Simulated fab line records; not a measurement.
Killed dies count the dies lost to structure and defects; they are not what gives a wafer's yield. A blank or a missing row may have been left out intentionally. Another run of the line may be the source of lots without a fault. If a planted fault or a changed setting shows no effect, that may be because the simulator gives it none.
fab line records + flow n5Finfet
record
- lots=7
- wafers=39
route steps=1938 shown BEOL_M3@980 BEOL_M8@1336 BEOL_M10@1488
startH: the number of hours between the record's first day and the start of the first shown wafer of the lot + waitH: how many hours have passed since the lot's step before this one + " repeats the value in the row above + L1.1+2: a single row standing in for several wafers + - no value, or no start given + * or withheld: withheld + < > ~ a bound
route shown NAME@n: NAME is a module with steps in the file, n the number in the route of the first one + usual: average and standard deviation across the fault-free wafers + same: alike in all rows + chamber/n: place in a boat + sites: per-site readings + _std_site: standard deviation of those values + _edge_site: inner sites' mean taken away from outer sites' mean + radiusMm: how far each site lies from the wafer's centre + mask NAME#n: copy n + behind: the tool/chamber that last shaped the wafer + hold: cause of the lot's hold/its duration in hours/its outcome + device: transistor that didn't switch, given as n, p or np + end of line: the route-end tests of the same wafers + a step given without rows: its recipe and nothing more + killed: dies lost to structure and defects at the first sort, not the wafer's yield + map: a wafer's dies, x killed, . not, _ none there
set.NAME: the setting as run; set.NAME@STEP: as run at that earlier step + model.NAME: the simulator's own value behind a step, which no gauge read
lots with deliberately changed settings; one table per step, one row per wafer
## steps
# step N5_BEOL_M3_TRENCH_ETCH_37
# recipe
- chemistry=C4F6/O2
- targetDepthA=555.55
- target=SiOC
- timeS=29.2
- ionEnergyEv=250
- pressureMtorr=30
- sourceW=355
- biasW=185
- Ar_flow_sccm=300
- C4F6_flow_sccm=10
- O2_flow_sccm=10
| lot.wafer | tool       | chamber | startH | waitH | set.timeS | model.etch.depthNm | model.BEOL_M3.featureDepthNm | model.TiN_of_BEOL_M3_HM_DEP_02.thkNm |
|-----------|------------|---------|--------|-------|-----------|--------------------|------------------------------|--------------------------------------|
| L083.1    | rieDiel-04 | 0       | -      | -     | 23.61     | 44.24              | 44.2                         | 18                                   |
| L083.2    | "          | 1       | "      | "     | 29.2      | 55.35              | 55.4                         | 17.6                                 |
| L083.3    | "          | 2       | "      | "     | 29.2      | 55.28              | 55.2                         | 17.6                                 |
| L083.4    | "          | 0       | "      | "     | 23.61     | 44.18              | 44.2                         | 18                                   |
| L083.5    | "          | 2       | "      | "     | 23.61     | 44.8               | 44.8                         | 18                                   |
| L083.6    | "          | 1       | "      | "     | 29.2      | 55.62              | 55.6                         | 17.8                                 |
| L080.1    | rieDiel-04 | 2       | -      | -     | 29.2      | 55.19              | 55.2                         | 17.8                                 |
| L080.2    | "          | 1       | "      | "     | 46.64     | 88.22              | 88.2                         | 16.4                                 |
| L080.3    | "          | 0       | "      | "     | 29.2      | 54.99              | 55                           | 17.8                                 |
| L080.4    | "          | 1       | "      | "     | 29.2      | 55.51              | 55.6                         | 17.8                                 |
| L080.5    | "          | 0       | "      | "     | 46.64     | 87.38              | 87.4                         | 16.2                                 |
| L080.6    | "          | 2       | "      | "     | 46.64     | 88.24              | 88.2                         | 16.4                                 |
| L082.1    | rieDiel-04 | 3       | -      | -     | 29.2      | 56.1               | 56                           | 17.6                                 |
| L082.2    | "          | 1       | "      | "     | 23.54     | 44.26              | 44.2                         | 18.2                                 |
| L082.3    | "          | 2       | "      | "     | 23.54     | 44.46              | 44.4                         | 18.2                                 |
| L082.4    | "          | 0       | "      | "     | 29.2      | 54.34              | 54.4                         | 17.6                                 |
| L082.5    | "          | 3       | "      | "     | 29.2      | 55.96              | 56                           | 17.6                                 |
| L082.6    | "          | 2       | "      | "     | 23.54     | 44.23              | 44.2                         | 18.2                                 |
| L086.2    | rieDiel-02 | 1       | -      | -     | 29.2      | 55.82              | 55.8                         | 17.6                                 |
| L086.5    | "          | 0       | "      | "     | 29.2      | 54.76              | 54.8                         | 17.6                                 |
| L086.6    | "          | 3       | "      | "     | 29.2      | 55.02              | 55                           | 17.8                                 |
| L091.1    | rieDiel-04 | 2       | -      | -     | 39.28     | 74.71              | 74.8                         | 16.8                                 |
| L091.2    | "          | 1       | "      | "     | 39.28     | 74.1               | 74                           | 16.6                                 |
| L091.3    | "          | 3       | "      | "     | 29.2      | 56.5               | 56.4                         | 17.8                                 |
| L091.4    | "          | 0       | "      | "     | 29.2      | 54.83              | 54.8                         | 17.8                                 |
| L091.5    | "          | 3       | "      | "     | 39.28     | 75.3               | 75.2                         | 16.8                                 |
| L091.6    | "          | 2       | "      | "     | 29.2      | 55.21              | 55.2                         | 17.6                                 |
| L092.1    | rieDiel-05 | 2       | -      | -     | 29.2      | 56.83              | 56.8                         | 17.4                                 |
| L092.2    | "          | 1       | "      | "     | 29.2      | 56.61              | 56.6                         | 17.6                                 |
| L092.3    | "          | 0       | "      | "     | 29.2      | 55.43              | 55.4                         | 17.6                                 |
| L092.4    | "          | 3       | "      | "     | 29.2      | 54.33              | 54.4                         | 17.6                                 |
| L092.5    | "          | 3       | "      | "     | 29.2      | 54.56              | 54.6                         | 17.6                                 |
| L092.6    | "          | 0       | "      | "     | 29.2      | 55.17              | 55.2                         | 17.8                                 |
| L095.1    | rieDiel-02 | 1       | -      | -     | 29.2      | 55.83              | 55.8                         | 17.8                                 |
| L095.2    | "          | 3       | "      | "     | 42.45     | 80.67              | 80.6                         | 16.8                                 |
| L095.3    | "          | 2       | "      | "     | 29.2      | 55.48              | 55.4                         | 18                                   |
| L095.4    | "          | 0       | "      | "     | 42.45     | 80.04              | 80                           | 16.6                                 |
| L095.5    | "          | 0       | "      | "     | 29.2      | 55.05              | 55                           | 17.8                                 |
| L095.6    | "          | 1       | "      | "     | 42.45     | 81.51              | 81.6                         | 17                                   |
# step N5_BEOL_M3_ETCH_41
# recipe
- chemistry=CH3F/O2
- target=SiCN
- targetDepthA=299
- taperDeg=2
- timeS=52.5
- ionEnergyEv=120
- maskMaterial=TiN
- pressureMtorr=30
- sourceW=395
- biasW=75
- Ar_flow_sccm=150
- CH3F_flow_sccm=30
- O2_flow_sccm=20
# step N5_BEOL_M3_STRIP_97
# recipe
- chemistry=N2/H2
- timeS=10
- powerW=450
- tempC=40
- pressureMtorr=20
- rfFrequencyHz=6e+07
- biasPowerW=7
- n2FlowSccm=200
- h2FlowSccm=200
# step N5_BEOL_M3_OCD_MEAS_38
# usual
- trenchDepthNm=55.3/0.64
| lot.wafer | tool   | chamber | startH | waitH | set.timeS@BEOL_M3_TRENCH_ETCH_37 | trenchDepthNm |
|-----------|--------|---------|--------|-------|----------------------------------|---------------|
| L083.1    | ocd-01 | -       | 215.27 | -     | 23.61                            | 44.5          |
| L083.2    | "      | -       | "      | "     | 29.2                             | 55.2          |
| L083.3    | "      | -       | "      | "     | 29.2                             | 55.1          |
| L083.4    | "      | -       | "      | "     | 23.61                            | 44.5          |
| L083.5    | "      | -       | "      | "     | 23.61                            | 44.7          |
| L083.6    | "      | -       | "      | "     | 29.2                             | 55.6          |
| L080.1    | ocd-01 | -       | 221.81 | -     | 29.2                             | 54.9          |
| L080.2    | "      | -       | "      | "     | 46.64                            | 88.4          |
| L080.3    | "      | -       | "      | "     | 29.2                             | 55.6          |
| L080.4    | "      | -       | "      | "     | 29.2                             | 55.9          |
| L080.5    | "      | -       | "      | "     | 46.64                            | 87.6          |
| L080.6    | "      | -       | "      | "     | 46.64                            | 88.6          |
| L082.1    | ocd-01 | -       | 234.21 | -     | 29.2                             | 56.5          |
| L082.2    | "      | -       | "      | "     | 23.54                            | -             |
| L082.3    | "      | -       | "      | "     | 23.54                            | 44.2          |
| L082.4    | "      | -       | "      | "     | 29.2                             | -             |
| L082.5    | "      | -       | "      | "     | 29.2                             | -             |
| L082.6    | "      | -       | "      | "     | 23.54                            | 44.6          |
| L086.2    | ocd-01 | -       | 238.84 | -     | 29.2                             | 55.7          |
| L086.5    | "      | -       | "      | "     | 29.2                             | 55.0          |
| L086.6    | "      | -       | "      | "     | 29.2                             | 55.5          |
| L091.1    | ocd-01 | -       | 271.62 | -     | 39.28                            | -             |
| L091.2    | "      | -       | "      | "     | 39.28                            | 73.9          |
| L091.3    | "      | -       | "      | "     | 29.2                             | 56.1          |
| L091.4    | "      | -       | "      | "     | 29.2                             | -             |
| L091.5    | "      | -       | "      | "     | 39.28                            | -             |
| L091.6    | "      | -       | "      | "     | 29.2                             | 55.4          |
| L092.1    | ocd-01 | -       | 275.40 | -     | 29.2                             | 56.3          |
| L092.2    | "      | -       | "      | "     | 29.2                             | 57.0          |
| L092.3    | "      | -       | "      | "     | 29.2                             | 55.4          |
| L092.4    | "      | -       | "      | "     | 29.2                             | 54.2          |
| L092.5    | "      | -       | "      | "     | 29.2                             | 54.3          |
| L092.6    | "      | -       | "      | "     | 29.2                             | 54.8          |
| L095.1    | ocd-01 | -       | 289.94 | -     | 29.2                             | 55.8          |
| L095.2    | "      | -       | "      | "     | 42.45                            | 81.0          |
| L095.3    | "      | -       | "      | "     | 29.2                             | 55.5          |
| L095.4    | "      | -       | "      | "     | 42.45                            | 80.0          |
| L095.5    | "      | -       | "      | "     | 29.2                             | 54.6          |
| L095.6    | "      | -       | "      | "     | 42.45                            | 81.5          |
# step N5_BEOL_M8_HM_DEP_02
# recipe
- material=TiN
- targetThkA=200
- tempC=25
- chamberPressurePa=0.49996
| lot.wafer      | tool          | chamber | startH | waitH | set.targetThkA | model.TiN_of_BEOL_M8_HM_DEP_02.thkNm |
|----------------|---------------|---------|--------|-------|----------------|--------------------------------------|
| L083.1         | pvdSputter-01 | -       | 260.15 | 0.4   | 294.8          | 29.6                                 |
| L083.2+3       | "             | -       | "      | "     | 200            | 20                                   |
| L083.4         | "             | -       | "      | "     | 294.8          | 29.8                                 |
| L083.5         | "             | -       | "      | "     | 200            | 19.8                                 |
| L083.6         | "             | -       | "      | "     | 294.8          | 29.4                                 |
| L080.1+2+5     | pvdSputter-01 | -       | 273.39 | 0.1   | 200            | 20                                   |
| L080.3+6       | "             | -       | "      | "     | 242.2          | 24                                   |
| L080.4         | "             | -       | "      | "     | 242.2          | 24.2                                 |
| L082.1+2+5     | pvdSputter-01 | -       | 284.49 | 1.8   | 251            | 25.6                                 |
| L082.3+4       | "             | -       | "      | "     | 200            | 20.6                                 |
| L082.6         | "             | -       | "      | "     | 200            | 20.4                                 |
| L086.2+5       | pvdSputter-01 | -       | 302.54 | 1.5   | 200            | 20.2                                 |
| L086.6         | "             | -       | "      | "     | 200            | 20                                   |
| L091.1         | pvdSputter-03 | -       | 331.00 | 2.1   | 313.9          | 31                                   |
| L091.2         | "             | -       | "      | "     | 313.9          | 30.8                                 |
| L091.3         | "             | -       | "      | "     | 313.9          | 31.2                                 |
| L091.4+5       | "             | -       | "      | "     | 200            | 19.6                                 |
| L091.6         | "             | -       | "      | "     | 200            | 19.8                                 |
| L092.1+2+4+5+6 | pvdSputter-01 | -       | 331.90 | 0.5   | 200            | 19.8                                 |
| L092.3         | "             | -       | "      | "     | 200            | 20                                   |
| L095.1+6       | pvdSputter-03 | -       | 343.88 | 2.4   | 85.13          | 8.4                                  |
| L095.2         | "             | -       | "      | "     | 200            | 19.6                                 |
| L095.3         | "             | -       | "      | "     | 200            | 19.8                                 |
| L095.4         | "             | -       | "      | "     | 200            | 19.4                                 |
| L095.5         | "             | -       | "      | "     | 85.13          | 8.2                                  |
# step N5_BEOL_M8_COAT_59
# recipe
- resist=SOC
- tempC=250
- timeS=60
- spinRpm=1500
- resistThkNm=100
# step N5_BEOL_M8_COAT_60
# recipe
- resist=SiARC
- tempC=220
- timeS=60
- spinRpm=1500
- resistThkNm=35
# step N5_BEOL_M8_STRIP_68
# recipe
- chemistry=N2/H2
- tempC=40
- n2FlowSccm=200
- h2FlowSccm=200
- rfFrequencyHz=6e+07
# step N5_BEOL_M8_STRIP_67
# recipe
- chemistry=CF4
- resist=SiARC
- powerW=300
- biasPowerW=75
- pressureMtorr=50
- cf4FlowSccm=150
- rfFrequencyHz=6e+07
# step N5_BEOL_M8_HM_OPEN_17
# recipe
- chemistry=Cl2/BCl3
- targetDepthA=200
- overetchA=60
- target=TiN
- maskMaterial=SOC
- ionEnergyEv=150
- pressureMtorr=10
- icpW=1000
- biasW=126
- Cl2_flow_sccm=53.25
- bcl3FlowSccm=21.75
- Ar_flow_sccm=25
| lot.wafer | tool        | chamber | startH | waitH | set.targetThkA@BEOL_M8_HM_DEP_02 | model.etch.depthNm |
|-----------|-------------|---------|--------|-------|----------------------------------|--------------------|
| L083.1    | rieMetal-02 | 0       | 261.08 | 0.0   | 294.8                            | 26.08              |
| L083.2+3  | "           | 1       | "      | "     | 200                              | 20.01              |
| L083.4    | "           | 0       | "      | "     | 294.8                            | 26.18              |
| L083.5    | "           | 0       | "      | "     | 200                              | 19.89              |
| L083.6    | "           | 1       | "      | "     | 294.8                            | 26.44              |
| L080.1    | rieMetal-01 | 1       | 274.30 | 0.0   | 200                              | 19.93              |
| L080.2    | "           | 0       | "      | "     | 200                              | 19.91              |
| L080.3    | "           | 1       | "      | "     | 242.2                            | 23.94              |
| L080.4    | "           | 0       | "      | "     | 242.2                            | 24.12              |
| L080.5    | "           | 1       | "      | "     | 200                              | 19.95              |
| L080.6    | "           | 0       | "      | "     | 242.2                            | 24.01              |
| L082.1    | rieMetal-03 | 0       | 285.36 | 0.0   | 251                              | 25.28              |
| L082.2    | "           | 1       | "      | "     | 251                              | 25.62              |
| L082.3    | "           | 0       | "      | "     | 200                              | 20.69              |
| L082.4    | "           | 1       | "      | "     | 200                              | 20.54              |
| L082.5    | "           | 1       | "      | "     | 251                              | 25.54              |
| L082.6    | "           | 0       | "      | "     | 200                              | 20.35              |
| L086.2    | rieMetal-03 | 1       | 303.41 | 0.0   | 200                              | 20.26              |
| L086.5    | "           | 0       | "      | "     | 200                              | 20.22              |
| L086.6    | "           | 1       | "      | "     | 200                              | 19.96              |
| L091.1    | rieMetal-01 | 1       | 332.35 | 0.0   | 313.9                            | 25.91              |
| L091.2    | "           | 0       | "      | "     | 313.9                            | 26.32              |
| L091.3    | "           | 1       | "      | "     | 313.9                            | 26.15              |
| L091.4    | "           | 0       | "      | "     | 200                              | 19.54              |
| L091.5    | "           | 1       | "      | "     | 200                              | 19.55              |
| L091.6    | "           | 0       | "      | "     | 200                              | 19.86              |
| L092.1    | rieMetal-01 | 1       | 332.78 | 0.0   | 200                              | 19.89              |
| L092.2    | "           | 0       | "      | "     | 200                              | 19.87              |
| L092.3    | "           | 1       | "      | "     | 200                              | 20                 |
| L092.4    | "           | 0       | "      | "     | 200                              | 19.84              |
| L092.5    | "           | 0       | "      | "     | 200                              | 19.85              |
| L092.6    | "           | 1       | "      | "     | 200                              | 19.83              |
| L095.1    | rieMetal-01 | 0       | 344.79 | 0.0   | 85.13                            | 8.336              |
| L095.2    | "           | 1       | "      | "     | 200                              | 19.68              |
| L095.3    | "           | 1       | "      | "     | 200                              | 19.73              |
| L095.4    | "           | 0       | "      | "     | 200                              | 19.5               |
| L095.5    | "           | 1       | "      | "     | 85.13                            | 8.161              |
| L095.6    | "           | 0       | "      | "     | 85.13                            | 8.429              |
# step N5_BEOL_M8_STRIP_19
# recipe
- chemistry=O2
- powerW=400
- tempC=40
- pressureMtorr=30
- rfFrequencyHz=6e+07
- biasPowerW=0
- overashFraction=0.2
- o2FlowSccm=225
# step N5_BEOL_M8_ETCH_41
# recipe
- chemistry=CH3F/O2
- target=SiCN
- targetDepthA=319
- taperDeg=2
- timeS=57.8
- ionEnergyEv=120
- maskMaterial=TiN
- pressureMtorr=30
- sourceW=395
- biasW=75
- Ar_flow_sccm=150
- CH3F_flow_sccm=30
- O2_flow_sccm=20
# step N5_BEOL_M8_STRIP_80
# recipe
- chemistry=N2/H2
- timeS=10
- powerW=450
- tempC=40
- pressureMtorr=20
- rfFrequencyHz=6e+07
- biasPowerW=7
- n2FlowSccm=200
- h2FlowSccm=200
# step N5_BEOL_M8_OCD_MEAS_38
# usual
- trenchDepthNm=92.8/1.3
| lot.wafer | tool   | chamber | startH | waitH | set.targetThkA@BEOL_M8_HM_DEP_02 | trenchDepthNm |
|-----------|--------|---------|--------|-------|----------------------------------|---------------|
| L083.1    | ocd-02 | -       | 264.69 | -     | 294.8                            | 15.2          |
| L083.2    | "      | -       | "      | "     | 200                              | 91.8          |
| L083.3    | "      | -       | "      | "     | 200                              | 89.7          |
| L083.4    | "      | -       | "      | "     | 294.8                            | 12.5          |
| L083.5    | "      | -       | "      | "     | 200                              | 92.8          |
| L083.6    | "      | -       | "      | "     | 294.8                            | 26.7          |
| L080.1    | ocd-02 | -       | 275.48 | -     | 200                              | 89.9          |
| L080.2    | "      | -       | "      | "     | 200                              | 92.6          |
| L080.3    | "      | -       | "      | "     | 242.2                            | 91.3          |
| L080.4    | "      | -       | "      | "     | 242.2                            | 93.5          |
| L080.5    | "      | -       | "      | "     | 200                              | 90.2          |
| L080.6    | "      | -       | "      | "     | 242.2                            | 92.4          |
| L082.1    | ocd-01 | -       | 289.29 | -     | 251                              | 93.6          |
| L082.2    | "      | -       | "      | "     | 251                              | -             |
| L082.3    | "      | -       | "      | "     | 200                              | 93.7          |
| L082.4    | "      | -       | "      | "     | 200                              | -             |
| L082.5    | "      | -       | "      | "     | 251                              | -             |
| L082.6    | "      | -       | "      | "     | 200                              | 91.6          |
| L086.2    | ocd-02 | -       | 304.70 | -     | 200                              | 92.5          |
| L086.5    | "      | -       | "      | "     | 200                              | 93.8          |
| L086.6    | "      | -       | "      | "     | 200                              | 94.4          |
| L091.1    | ocd-02 | -       | 334.19 | -     | 313.9                            | -             |
| L091.2    | "      | -       | "      | "     | 313.9                            | 2.7           |
| L091.3    | "      | -       | "      | "     | 313.9                            | 0.7           |
| L091.4    | "      | -       | "      | "     | 200                              | -             |
| L091.5    | "      | -       | "      | "     | 200                              | -             |
| L091.6    | "      | -       | "      | "     | 200                              | 95.8          |
| L092.1    | ocd-01 | -       | 334.36 | -     | 200                              | 93.9          |
| L092.2    | "      | -       | "      | "     | 200                              | 90.8          |
| L092.3    | "      | -       | "      | "     | 200                              | 94.6          |
| L092.4    | "      | -       | "      | "     | 200                              | 92.9          |
| L092.5    | "      | -       | "      | "     | 200                              | 93.7          |
| L092.6    | "      | -       | "      | "     | 200                              | 91.9          |
| L095.1    | ocd-02 | -       | 345.95 | -     | 85.13                            | 92.1          |
| L095.2    | "      | -       | "      | "     | 200                              | 93.4          |
| L095.3    | "      | -       | "      | "     | 200                              | 90.9          |
| L095.4    | "      | -       | "      | "     | 200                              | 93.0          |
| L095.5    | "      | -       | "      | "     | 85.13                            | 91.2          |
| L095.6    | "      | -       | "      | "     | 85.13                            | 93.3          |
# step N5_BEOL_M10_ETCH_62
# recipe
- chemistry=N2/H2
- target=SOC
- targetDepthA=1100
- overetchA=220
- maskMaterial=SiARC
- tempC=40
- timeS=165
- ionEnergyEv=200
- pressureMtorr=30
- sourceW=840
- biasW=150
- n2FlowSccm=200
- h2FlowSccm=200
| lot.wafer | tool       | chamber | startH | waitH | set.timeS | model.SiARC_of_BEOL_M10_COAT_60.thkNm | model.BEOL_M10.cdOffsetNm |
|-----------|------------|---------|--------|-------|-----------|---------------------------------------|---------------------------|
| L083.1    | rieDiel-01 | 0       | 276.26 | 0.0   | 193.6     | 22.4                                  | 0.6                       |
| L083.2    | "          | 1       | "      | "     | 165       | 23.2                                  | 0.4                       |
| L083.3+5  | "          | 3,0     | "      | "     | 193.6     | 22.2                                  | 0.8                       |
| L083.4    | "          | 2       | "      | "     | 165       | 23.4                                  | 0.2                       |
| L083.6    | "          | 1       | "      | "     | 165       | 23.4                                  | 0.4                       |
| L080.1    | rieDiel-06 | 3       | 290.00 | 0.0   | 165       | 23.4                                  | -0.2                      |
| L080.2    | "          | 2       | "      | "     | 165       | 23.8                                  | 0                         |
| L080.3    | "          | 0       | "      | "     | 165       | 23.8                                  | 0.4                       |
| L080.4    | "          | 1       | "      | "     | 165       | 23.6                                  | 0.4                       |
| L080.5    | "          | 2       | "      | "     | 165       | 23.6                                  | -0.2                      |
| L080.6    | "          | 3       | "      | "     | 165       | 23.4                                  | 0                         |
| L082.1+5  | rieDiel-01 | 1,3     | 303.54 | 0.0   | 68.78     | 27.2                                  | -1.4                      |
| L082.2    | "          | 0       | "      | "     | 165       | 23.4                                  | 0.4                       |
| L082.3    | "          | 3       | "      | "     | 165       | 23.4                                  | 0.8                       |
| L082.4    | "          | 2       | "      | "     | 165       | 23.6                                  | 0                         |
| L082.6    | "          | 0       | "      | "     | 68.78     | 27.2                                  | -1.8                      |
| L086.2    | rieDiel-06 | 2       | 320.85 | 0.0   | 165       | 23.6                                  | 0.4                       |
| L086.5    | "          | 1       | "      | "     | 165       | 23.4                                  | 0.2                       |
| L086.6    | "          | 2       | "      | "     | 165       | 23.6                                  | 0.8                       |
| L091.1    | rieDiel-01 | 0       | 347.30 | 0.0   | 201.1     | 22                                    | 0                         |
| L091.2    | "          | 3       | "      | "     | 201.1     | 22                                    | 1                         |
| L091.3+5  | "          | 1       | "      | "     | 165       | 23.4                                  | 0.4                       |
| L091.4    | "          | 2       | "      | "     | 165       | 23.6                                  | -0.2                      |
| L091.6    | "          | 0       | "      | "     | 201.1     | 22                                    | 0.4                       |
| L092.1+4  | rieDiel-06 | 0,2     | 349.20 | 0.0   | 237.9     | 20.8                                  | 1                         |
| L092.2+5  | "          | 3       | "      | "     | 165       | 23.4                                  | -0.4                      |
| L092.3    | "          | 1       | "      | "     | 165       | 23.4                                  | 0                         |
| L092.6    | "          | 2       | "      | "     | 237.9     | 20.8                                  | 1.4                       |
| L095.1    | rieDiel-06 | 3       | 359.66 | 0.0   | 133.9     | 24.8                                  | -1.4                      |
| L095.2+3  | "          | 1,2     | "      | "     | 133.9     | 24.8                                  | -1.8                      |
| L095.4    | "          | 0       | "      | "     | 165       | 23.8                                  | -0.6                      |
| L095.5    | "          | 1       | "      | "     | 165       | 23.4                                  | -0.4                      |
| L095.6    | "          | 0       | "      | "     | 165       | 23.6                                  | -1                        |
# step N5_BEOL_M10_STRIP_68
# recipe
- chemistry=N2/H2
- tempC=40
- n2FlowSccm=200
- h2FlowSccm=200
- rfFrequencyHz=6e+07
# step N5_BEOL_M10_STRIP_67
# recipe
- chemistry=CF4
- resist=SiARC
- powerW=300
- biasPowerW=75
- pressureMtorr=50
- cf4FlowSccm=150
- rfFrequencyHz=6e+07
# step N5_BEOL_M10_HM_OPEN_17
# recipe
- chemistry=Cl2/BCl3
- targetDepthA=200
- overetchA=60
- target=TiN
- maskMaterial=SOC
- ionEnergyEv=150
- pressureMtorr=10
- icpW=1000
- biasW=126
- Cl2_flow_sccm=53.25
- bcl3FlowSccm=21.75
- Ar_flow_sccm=25
| lot.wafer | tool        | chamber | startH | waitH | set.timeS@BEOL_M10_ETCH_62 | model.etch.depthNm | model.BEOL_M10.cdOffsetNm |
|-----------|-------------|---------|--------|-------|----------------------------|--------------------|---------------------------|
| L083.1    | rieMetal-01 | 1       | 276.45 | 0.0   | 193.6                      | 17.51              | 0.6                       |
| L083.2    | "           | 0       | "      | "     | 165                        | 20.23              | 0.4                       |
| L083.3    | "           | 0       | "      | "     | 193.6                      | 17.53              | 0.8                       |
| L083.4    | "           | 1       | "      | "     | 165                        | 20.32              | 0                         |
| L083.5    | "           | 1       | "      | "     | 193.6                      | 17.48              | 0.8                       |
| L083.6    | "           | 0       | "      | "     | 165                        | 20.36              | 0.2                       |
| L080.1    | rieMetal-01 | 0       | 290.18 | 0.0   | 165                        | 19.69              | -0.2                      |
| L080.2    | "           | 1       | "      | "     | 165                        | 19.86              | 0                         |
| L080.3    | "           | 1       | "      | "     | 165                        | 19.99              | 0.2                       |
| L080.4    | "           | 0       | "      | "     | 165                        | 19.79              | 0.4                       |
| L080.5    | "           | 1       | "      | "     | 165                        | 19.81              | -0.2                      |
| L080.6    | "           | 0       | "      | "     | 165                        | 20.02              | 0.2                       |
| L082.1    | rieMetal-02 | 0       | 303.72 | 0.0   | 68.78                      | 19.85              | -1.2                      |
| L082.2    | "           | 1       | "      | "     | 165                        | 20.14              | 0.4                       |
| L082.3    | "           | 1       | "      | "     | 165                        | 20.13              | 0.8                       |
| L082.4    | "           | 0       | "      | "     | 165                        | 20.27              | 0.2                       |
| L082.5    | "           | 1       | "      | "     | 68.78                      | 20.27              | -1.4                      |
| L082.6    | "           | 0       | "      | "     | 68.78                      | 19.84              | -1.8                      |
| L086.2    | rieMetal-03 | 0       | 321.04 | 0.0   | 165                        | 19.83              | 0.4                       |
| L086.5    | "           | 0       | "      | "     | 165                        | 19.96              | 0.2                       |
| L086.6    | "           | 1       | "      | "     | 165                        | 19.95              | 0.8                       |
| L091.1    | rieMetal-01 | 1       | 347.49 | 0.0   | 201.1                      | 16.62              | 0                         |
| L091.2    | "           | 0       | "      | "     | 201.1                      | 16.48              | 1                         |
| L091.3    | "           | 0       | "      | "     | 165                        | 20.19              | 0.4                       |
| L091.4    | "           | 1       | "      | "     | 165                        | 19.9               | -0.2                      |
| L091.5    | "           | 0       | "      | "     | 165                        | 20.21              | 0.4                       |
| L091.6    | "           | 1       | "      | "     | 201.1                      | 16.63              | 0.4                       |
| L092.1    | rieMetal-03 | 0       | 349.39 | 0.0   | 237.9                      | 12.69              | 1                         |
| L092.2    | "           | 1       | "      | "     | 165                        | 20.01              | -0.2                      |
| L092.3    | "           | 0       | "      | "     | 165                        | 19.67              | 0                         |
| L092.4    | "           | 1       | "      | "     | 237.9                      | 12.77              | 1                         |
| L092.5    | "           | 1       | "      | "     | 165                        | 19.77              | -0.2                      |
| L092.6    | "           | 0       | "      | "     | 237.9                      | 12.85              | 1.4                       |
| L095.1    | rieMetal-03 | 1       | 359.85 | 0.0   | 133.9                      | 20.1               | -1.4                      |
| L095.2    | "           | 1       | "      | "     | 133.9                      | 20.23              | -1.8                      |
| L095.3    | "           | 1       | "      | "     | 133.9                      | 20.27              | -1.8                      |
| L095.4    | "           | 1       | "      | "     | 165                        | 20.08              | -0.6                      |
| L095.5    | "           | 1       | "      | "     | 165                        | 19.89              | -0.4                      |
| L095.6    | "           | 1       | "      | "     | 165                        | 20.16              | -1                        |
## key
split
- step=N5_BEOL_M3_TRENCH_ETCH_37
- setting=timeS
- stated=29.2
- by=wafer
response
- step=N5_BEOL_M3_TRENCH_ETCH_37
- reading=model.etch.depthNm
- change=+0.554
- per=1%
- r=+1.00
response
- step=N5_BEOL_M3_TRENCH_ETCH_37
- reading=model.BEOL_M3.featureDepthNm
- change=+0.554
- per=1%
- r=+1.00
response
- step=N5_BEOL_M3_TRENCH_ETCH_37
- reading=model.TiN_of_BEOL_M3_HM_DEP_02.thkNm
- change=-0.0249
- per=1%
- r=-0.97
response
- step=N5_BEOL_M3_OCD_MEAS_38
- reading=trenchDepthNm
- change=+0.553
- per=1%
- r=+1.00
split
- step=N5_BEOL_M8_HM_DEP_02
- setting=targetThkA
- stated=200
- by=wafer
response
- step=N5_BEOL_M8_HM_DEP_02
- reading=model.TiN_of_BEOL_M8_HM_DEP_02.thkNm
- change=+0.199
- per=1%
- r=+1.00
response
- step=N5_BEOL_M8_HM_OPEN_17
- reading=model.etch.depthNm
- change=+0.155
- per=1%
- r=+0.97
response
- step=N5_BEOL_M8_OCD_MEAS_38
- reading=trenchDepthNm
- shape=bent
- atLowest=92.2
- atStated=92.6
- atHighest=1.7
split
- step=N5_BEOL_M10_ETCH_62
- setting=timeS
- stated=165
- by=wafer
response
- step=N5_BEOL_M10_ETCH_62
- reading=model.SiARC_of_BEOL_M10_COAT_60.thkNm
- change=-0.0626
- per=1%
- r=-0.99
response
- step=N5_BEOL_M10_ETCH_62
- reading=model.BEOL_M10.cdOffsetNm
- change=+0.0318
- per=1%
- r=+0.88
response
- step=N5_BEOL_M10_HM_OPEN_17
- reading=model.etch.depthNm
- shape=bent
- atLowest=19.99
- atStated=20.01
- atHighest=12.77
response
- step=N5_BEOL_M10_HM_OPEN_17
- reading=model.BEOL_M10.cdOffsetNm
- change=+0.0312
- per=1%
- r=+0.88
